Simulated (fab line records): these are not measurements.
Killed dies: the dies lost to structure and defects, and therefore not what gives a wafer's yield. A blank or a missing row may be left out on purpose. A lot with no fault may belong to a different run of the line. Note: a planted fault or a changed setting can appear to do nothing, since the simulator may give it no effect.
fab line records + flow n5Finfet
record
- lots=6
- wafers=18
- lastDay=19
route steps=1938 shown HKMG_FIN@390
lots that met no fault: taken from a fault-free run of the same line
startH: the number of hours between the record's first day and the start of the first shown wafer of the lot + waitH: hours from the lot's prior step to this one + " the same as in the row above + L1.1+2: a single row standing in for several wafers + - no value present, or no start provided + * or withheld: withheld + < > ~ a bound
route shown NAME@n: a module of which the file shows steps, and the number in the route of the first + usual: the fault-free wafers' mean and standard deviation + same: alike in all rows + chamber/n: place in a boat + sites: per-site readings + _std_site: the standard deviation of these + _edge_site: mean of outer sites minus mean of inner sites + radiusMm: how far each site lies from the wafer's centre + mask NAME#n: copy n + behind: tool/chamber where the wafer was last shaped + hold: what put the lot on hold/how long, in hours/how the hold closed + device: whichever transistor did not switch (one of n, p or np) + end of line: the route-end tests of the same wafers + a step without rows: its recipe alone + killed: dies lost to structure and defects at the first sort, not the wafer's yield + map: a wafer's dies, x killed, . not, _ none there
set.NAME: the run value of the setting; set.NAME@STEP: its run value at that earlier step + model.NAME: the simulator's own value behind a step, which no gauge read
certain route steps with their lots: each step a table, each wafer a row
services: from which hour (startH, from the record's first day; less than 0 if before it) a tool's chamber was out of use, for how many hours, and why
## steps
# step N5_HKMG_FIN_COAT_41
# recipe
- resist=SOC
- tempC=250
- timeS=60
- spinRpm=1500
- resistThkNm=300
# step N5_HKMG_FIN_COAT_42
# recipe
- resist=SiARC
- tempC=220
- timeS=60
- spinRpm=1500
- resistThkNm=35
# step N5_HKMG_FIN_COAT_43
# recipe
- resist=CAR-ArF
- spinRpm=1500
- resistThkNm=90
# step N5_HKMG_FIN_EBR_45
# recipe
- solvent=PGMEA
- ebrWidthMm=1.5
# step N5_HKMG_FIN_SOFTBAKE_44
# recipe
- tempC=110
- timeS=60
- resist=CAR-ArF
# step N5_HKMG_FIN_EXPOSE_46
# recipe
- maskId=NDIPOLE
- na=1.35
- sourceShape=conventional
- sigmaOuter=0.8
- polarization=unpolarized
- doseMj=40
# step N5_HKMG_FIN_PEB_47
# recipe
- pebTempC=withheld
- pebTimeS=60
- resist=CAR-ArF
# step N5_HKMG_FIN_DEVELOP_48
# recipe
- developTimeS=30
- developer=TMAH
- resist=CAR-ArF
- rinseLiquid=diw
- dry=airSpin
- devTempC=23
# step N5_HKMG_FIN_CD_MEAS_49
# recipe
- targetCdNm=202
- landingEnergyEv=500
- detector=seInlens
- polarity=opening
# usual
- cdNm=202.3/0.81
| lot.wafer | tool     | chamber | startH | waitH | cdNm  |
|-----------|----------|---------|--------|-------|-------|
| L200.1    | cdSem-02 | 0       | 100.93 | -     | 202.1 |
| L200.5    | "        | 0       | "      | "     | 201.8 |
| L200.6    | "        | 0       | "      | "     | 203.5 |
| L202.1    | cdSem-01 | 0       | 104.42 | -     | 201.2 |
| L202.2    | "        | 0       | "      | "     | 201.7 |
| L202.5    | "        | 0       | "      | "     | 201.1 |
| L205.1    | cdSem-01 | 0       | 126.85 | -     | 202.2 |
| L205.3    | "        | 0       | "      | "     | 202.0 |
| L205.4    | "        | 0       | "      | "     | 202.4 |
| L207.2    | cdSem-01 | 0       | 143.85 | -     | 201.3 |
| L207.4    | "        | 0       | "      | "     | 203.4 |
| L207.5    | "        | 0       | "      | "     | 201.9 |
| L215.2    | cdSem-02 | 0       | 177.90 | -     | 201.3 |
| L215.3    | "        | 0       | "      | "     | 202.8 |
| L215.6    | "        | 0       | "      | "     | 201.8 |
| L219.1    | cdSem-03 | 0       | 207.52 | -     | 203.3 |
| L219.2    | "        | 0       | "      | "     | 203.0 |
| L219.6    | "        | 0       | "      | "     | 202.4 |
# step N5_HKMG_FIN_OVL_MEAS_50
# recipe
- pointsPerWafer=44
# usual
- NDIPOLE_OVL=-0.2/0.7
| lot.wafer | tool       | chamber | startH | waitH | NDIPOLE_OVL[nm] |
|-----------|------------|---------|--------|-------|-----------------|
| L200.1    | overlay-01 | 0       | 100.96 | 0.0   | -0.3            |
| L200.5    | "          | 0       | "      | "     | -0.2            |
| L200.6    | "          | 0       | "      | "     | -0.8            |
| L202.1    | overlay-02 | 0       | 104.45 | 0.0   | 0.9             |
| L202.2    | "          | 0       | "      | "     | 0.4             |
| L202.5    | "          | 0       | "      | "     | 0.4             |
| L205.1    | overlay-01 | 0       | 126.88 | 0.0   | -0.6            |
| L205.3    | "          | 0       | "      | "     | 0.2             |
| L205.4    | "          | 0       | "      | "     | 0.6             |
| L207.2    | overlay-02 | 0       | 143.88 | 0.0   | 0.8             |
| L207.4    | "          | 0       | "      | "     | 0.6             |
| L207.5    | "          | 0       | "      | "     | 0.5             |
| L215.2    | overlay-01 | 0       | 177.93 | 0.0   | 0.0             |
| L215.3    | "          | 0       | "      | "     | -0.5            |
| L215.6    | "          | 0       | "      | "     | -0.5            |
| L219.1    | overlay-02 | 0       | 207.55 | 0.0   | -0.2            |
| L219.2    | "          | 0       | "      | "     | -0.5            |
| L219.6    | "          | 0       | "      | "     | 0.5             |
# step N5_HKMG_FIN_INSPECT_61
# recipe
- mode=adi
- inspectInstrument=macro
# usual
- rawDefectCount=2.1/1.3
| lot.wafer | tool             | chamber | startH | waitH | rawDefectCount |
|-----------|------------------|---------|--------|-------|----------------|
| L200.1    | defectInspect-02 | -       | 100.98 | 0.0   | 3              |
| L200.5    | "                | -       | "      | "     | 4              |
| L200.6    | "                | -       | "      | "     | 2              |
| L202.1    | defectInspect-01 | -       | 104.48 | 0.0   | 4              |
| L202.2    | "                | -       | "      | "     | 1              |
| L202.5    | "                | -       | "      | "     | 2              |
| L205.1    | defectInspect-02 | -       | 126.91 | 0.0   | 0              |
| L205.3    | "                | -       | "      | "     | 2              |
| L205.4    | "                | -       | "      | "     | 2              |
| L207.2    | defectInspect-02 | -       | 143.91 | 0.0   | 4              |
| L207.4    | "                | -       | "      | "     | 2              |
| L207.5    | "                | -       | "      | "     | 2              |
| L215.2    | defectInspect-01 | -       | 177.95 | 0.0   | 0              |
| L215.3    | "                | -       | "      | "     | 3              |
| L215.6    | "                | -       | "      | "     | 2              |
| L219.1    | defectInspect-02 | -       | 207.57 | 0.0   | 1              |
| L219.2    | "                | -       | "      | "     | 4              |
| L219.6    | "                | -       | "      | "     | 5              |
# step N5_HKMG_FIN_DESCUM_53
# recipe
- chemistry=O2
- timeS=7.9
- sourcePowerW=50
- biasPowerW=20
- pressureMtorr=20
- rfFrequencyHz=2.712e+07
- tempC=40
- resist=CAR-ArF
- o2FlowSccm=225
# usual
- drypumpMotorCurrentA=5.9/0.43
- oesProductAu=0.78/0.069
- rfVppV=243.4/1.2
- showerheadPlenumPTorr=2.10/0.061
- throttleValvePct=20.4/0.33
| lot.wafer | tool       | chamber | startH | waitH | drypumpMotorCurrentA | oesProductAu | rfHoursCounterH | rfVppV | showerheadPlenumPTorr | throttleValvePct |
|-----------|------------|---------|--------|-------|----------------------|--------------|-----------------|--------|-----------------------|------------------|
| L200.1    | rieDiel-01 | 1       | 101.02 | 0.0   | 5.9                  | 0.73         | 144             | 240.6  | 1.99                  | 20.2             |
| L200.5    | "          | 3       | "      | "     | 6.1                  | 0.72         | -               | 243.9  | 2.09                  | 20.9             |
| L200.6    | "          | 0       | "      | "     | 6.5                  | 0.81         | -               | 244.5  | 2.19                  | 20.5             |
| L202.1    | rieDiel-03 | 2       | 104.90 | 0.4   | 5.4                  | 0.76         | 151             | 242.4  | 2.06                  | 20.0             |
| L202.2    | "          | 3       | "      | "     | 6.3                  | 0.90         | 49              | 242.7  | 2.02                  | 19.8             |
| L202.5    | "          | 3       | "      | "     | 6.3                  | 0.90         | -               | 241.2  | 2.02                  | 19.9             |
| L205.1    | rieDiel-03 | 0       | 126.94 | 0.0   | 6.1                  | 0.73         | 157             | 242.6  | 2.13                  | 21.0             |
| L205.3    | "          | 3       | "      | "     | 6.3                  | 0.89         | 61              | 242.1  | 2.02                  | 19.9             |
| L205.4    | "          | 0       | "      | "     | 6.1                  | 0.73         | -               | 242.0  | 2.13                  | 20.9             |
| L207.2    | rieDiel-03 | 2       | 143.94 | 0.0   | 5.4                  | 0.74         | 168             | 242.2  | 2.05                  | 20.0             |
| L207.4    | "          | 3       | "      | "     | 6.3                  | 0.87         | 66              | 241.9  | 2.02                  | 19.9             |
| L207.5    | "          | 1       | "      | "     | 5.5                  | 0.83         | -               | 243.7  | 2.13                  | 20.6             |
| L215.2    | rieDiel-06 | 3       | 178.11 | 0.2   | 5.3                  | 0.84         | 36              | 245.0  | 2.14                  | 20.4             |
| L215.3    | "          | 0       | "      | "     | 5.7                  | 0.81         | 121             | 243.8  | 2.20                  | 20.5             |
| L215.6    | "          | 1       | "      | "     | 6.5                  | 0.70         | -               | 245.3  | 2.12                  | 20.5             |
| L219.1    | rieDiel-03 | 1       | 207.61 | 0.0   | 5.4                  | 0.81         | 83              | 243.7  | 2.12                  | 20.6             |
| L219.2    | "          | 0       | "      | "     | 6.1                  | 0.71         | 183             | 243.1  | 2.12                  | 21.0             |
| L219.6    | "          | 2       | "      | "     | 5.4                  | 0.72         | -               | 243.9  | 2.05                  | 20.1             |
# step N5_HKMG_FIN_ETCH_54
# recipe
- chemistry=CF4
- target=SiARC
- targetDepthA=455
- maskMaterial=CAR-ArF
- timeS=75.8
- ionEnergyEv=80
- pressureMtorr=40
- sourceW=545
- biasW=36
- Ar_flow_sccm=100
- cf4FlowSccm=100
- ends=cleared
# usual
- biasW=36.01/0.12
- drypumpMotorCurrentA=5.9/0.43
- etchRfOnTimeS=76.8/2.7
- oesProductAu=0.66/0.056
- rfFwdPowerW=539.8/2
- rfVppV=184.2/1.1
- showerheadPlenumPTorr=2.16/0.056
- throttleValvePct=15.65/0.22
| lot.wafer | tool       | chamber | startH | waitH | biasW | drypumpMotorCurrentA | etchRfOnTimeS | oesProductAu | rfFwdPowerW | rfHoursCounterH | rfVppV | showerheadPlenumPTorr | throttleValvePct |
|-----------|------------|---------|--------|-------|-------|----------------------|---------------|--------------|-------------|-----------------|--------|-----------------------|------------------|
| L200.1    | rieDiel-01 | 1       | 101.05 | 0.0   | 36.12 | 6.0                  | 79.4          | 0.62         | 538.4       | 144             | 181.9  | 2.06                  | 15.57            |
| L200.5    | "          | 3       | "      | "     | 36.14 | 6.1                  | 71.9          | 0.64         | 541.2       | -               | 183.8  | 2.12                  | 15.90            |
| L200.6    | "          | 0       | "      | "     | 36.19 | 6.4                  | 81.0          | 0.66         | 544.5       | -               | 185.1  | 2.24                  | 15.67            |
| L202.1    | rieDiel-03 | 2       | 104.93 | 0.0   | 36.07 | 5.4                  | 77.6          | 0.63         | 542.5       | 151             | 183.4  | 2.14                  | 15.37            |
| L202.2    | "          | 3       | "      | "     | 35.95 | 6.3                  | 75.1          | 0.75         | 538.5       | 49              | 183.3  | 2.10                  | 15.20            |
| L202.5    | "          | 3       | "      | "     | 36.03 | 6.3                  | 76.2          | 0.75         | 538.3       | -               | 182.8  | 2.10                  | 15.20            |
| L205.1    | rieDiel-03 | 0       | 126.98 | 0.0   | 36.22 | 6.1                  | 48.0          | 0.82         | 861.8       | 157             | 156.9  | 2.14                  | 15.92            |
| L205.3    | "          | 3       | "      | "     | 35.88 | 6.3                  | 50.2          | 0.94         | 862.7       | 61              | 155.3  | 2.09                  | 15.24            |
| L205.4    | "          | 0       | "      | "     | 36.25 | 6.1                  | 48.1          | 0.83         | 860.3       | -               | 157.2  | 2.15                  | 15.91            |
| L207.2    | rieDiel-03 | 2       | 143.98 | 0.0   | 35.82 | 5.4                  | 50.9          | 0.79         | 866.9       | 168             | 156.5  | 2.13                  | 15.41            |
| L207.4    | "          | 3       | "      | "     | 36.17 | 6.3                  | 50.4          | 0.93         | 863.5       | 66              | 156.4  | 2.09                  | 15.24            |
| L207.5    | "          | 1       | "      | "     | 36.08 | 5.5                  | 50.2          | 0.92         | 861.8       | -               | 157.9  | 2.18                  | 15.78            |
| L215.2    | rieDiel-06 | 3       | 178.14 | 0.0   | 35.97 | 5.3                  | 80.5          | 0.71         | 539.1       | 36              | 185.6  | 2.19                  | 15.58            |
| L215.3    | "          | 0       | "      | "     | 36.30 | 5.7                  | 74.0          | 0.68         | 541.0       | 121             | 185.6  | 2.25                  | 15.69            |
| L215.6    | "          | 1       | "      | "     | 36.19 | 6.5                  | 79.5          | 0.59         | 538.0       | -               | 185.9  | 2.19                  | 15.92            |
| L219.1    | rieDiel-03 | 1       | 207.65 | 0.0   | 35.83 | 5.5                  | 75.8          | 0.69         | 538.5       | 83              | 184.5  | 2.17                  | 15.81            |
| L219.2    | "          | 0       | "      | "     | 36.06 | 6.1                  | 73.3          | 0.62         | 540.5       | 183             | 183.6  | 2.14                  | 15.96            |
| L219.6    | "          | 2       | "      | "     | 35.96 | 5.4                  | 78.0          | 0.59         | 542.1       | -               | 183.7  | 2.12                  | 15.45            |
# step N5_HKMG_FIN_ETCH_55
# recipe
- chemistry=N2/H2
- target=SOC
- targetDepthA=2400
- tempC=40
- timeS=300
- ionEnergyEv=200
- maskMaterial=SiARC
- pressureMtorr=30
- sourceW=840
- biasW=150
- n2FlowSccm=200
- h2FlowSccm=200
# usual
- biasW=150.0/0.44
- drypumpMotorCurrentA=5.9/0.43
- oesProductAu=0.77/0.064
- rfFwdPowerW=838.0/2.3
- rfVppV=524.3/1.9
- showerheadPlenumPTorr=2.56/0.07
- throttleValvePct=17.83/0.23
| lot.wafer | tool       | chamber | startH | waitH | biasW | drypumpMotorCurrentA | oesProductAu | rfFwdPowerW | rfHoursCounterH | rfVppV | showerheadPlenumPTorr | throttleValvePct |
|-----------|------------|---------|--------|-------|-------|----------------------|--------------|-------------|-----------------|--------|-----------------------|------------------|
| L200.1    | rieDiel-01 | 1       | 101.11 | 0.0   | 149.8 | 6.0                  | 0.72         | 839.1       | 144             | 522.0  | 2.41                  | 17.57            |
| L200.5    | "          | 3       | "      | "     | 150.1 | 6.2                  | 0.78         | 838.2       | -               | 522.0  | 2.52                  | 18.16            |
| L200.6    | "          | 0       | "      | "     | 150.5 | 6.5                  | 0.78         | 835.6       | -               | 526.9  | 2.66                  | 17.92            |
| L202.1    | rieDiel-03 | 2       | 104.99 | 0.0   | 149.4 | 5.4                  | 0.74         | 836.9       | 151             | 523.3  | 2.56                  | 17.75            |
| L202.2    | "          | 3       | "      | "     | 150.4 | 6.3                  | 0.88         | 836.3       | 49              | 522.2  | 2.47                  | 17.37            |
| L202.5    | "          | 3       | "      | "     | 150.7 | 6.3                  | 0.88         | 836.4       | -               | 522.7  | 2.47                  | 17.37            |
| L205.1    | rieDiel-03 | 0       | 127.03 | 0.0   | 150.2 | 6.1                  | 0.74         | 836.1       | 157             | 523.5  | 2.51                  | 17.89            |
| L205.3    | "          | 3       | "      | "     | 150.7 | 6.3                  | 0.86         | 832.9       | 61              | 522.0  | 2.47                  | 17.38            |
| L205.4    | "          | 0       | "      | "     | 149.9 | 6.1                  | 0.74         | 838.6       | -               | 523.6  | 2.51                  | 17.92            |
| L207.2    | rieDiel-03 | 2       | 144.03 | 0.0   | 150.3 | 5.4                  | 0.73         | 840.3       | 168             | 523.2  | 2.56                  | 17.77            |
| L207.4    | "          | 3       | "      | "     | 150.6 | 6.3                  | 0.85         | 841.6       | 66              | 522.4  | 2.47                  | 17.39            |
| L207.5    | "          | 1       | "      | "     | 150.6 | 5.5                  | 0.83         | 833.7       | -               | 524.8  | 2.59                  | 17.94            |
| L215.2    | rieDiel-06 | 3       | 178.20 | 0.0   | 150.4 | 5.3                  | 0.82         | 835.5       | 36              | 525.1  | 2.58                  | 17.70            |
| L215.3    | "          | 0       | "      | "     | 149.4 | 5.7                  | 0.78         | 840.1       | 121             | 527.4  | 2.65                  | 17.69            |
| L215.6    | "          | 1       | "      | "     | 150.4 | 6.5                  | 0.69         | 835.8       | -               | 525.7  | 2.62                  | 18.22            |
| L219.1    | rieDiel-03 | 1       | 207.70 | 0.0   | 149.3 | 5.4                  | 0.81         | 837.2       | 83              | 524.3  | 2.58                  | 17.99            |
| L219.2    | "          | 0       | "      | "     | 150.4 | 6.1                  | 0.72         | 838.2       | 183             | 523.8  | 2.50                  | 17.97            |
| L219.6    | "          | 2       | "      | "     | 149.8 | 5.4                  | 0.70         | 839.6       | -               | 525.2  | 2.55                  | 17.82            |
## services
| tool       | chamber | startH | hours | kind   |
|------------|---------|--------|-------|--------|
| rieDiel-03 | 1       | 92.41  | 36.0  | repair |
## key
firstSign
- step=N5_HKMG_FIN_ETCH_54
- reading=rfFwdPowerW
- direction=up
- sigmas=99+
- usual=*
- struck=*
effect
- step=N5_HKMG_FIN_ETCH_54
- reading=rfVppV
- direction=down
- sigmas=24
- usual=184.2
- struck=156.7
metAt N5_HKMG_FIN_ETCH_54
struckWafers L205.1,L205.3,L205.4,L207.2,L207.4,L207.5
testerLeftOut L205,L207
onsetBetween 104.93 126.98
fault
- kind=processParameterDrift
- tool=rieDiel-03
- chamber=-
- onsetH=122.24
- steps=N5_HKMG_FIN_ETCH_54
- channel=sourceW
- offset=327
- shape=step
- endH=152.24
- actsIn=theseRecipesOnly
- stated=545
# testerLeftOut: of these lots the tester's yield and bins aren't shown, on N5 and GAA mostly nor the transistor test; their killed dies are dies lost to structure and defects alone, not to doping, threshold or leakage, so they don't give the yield
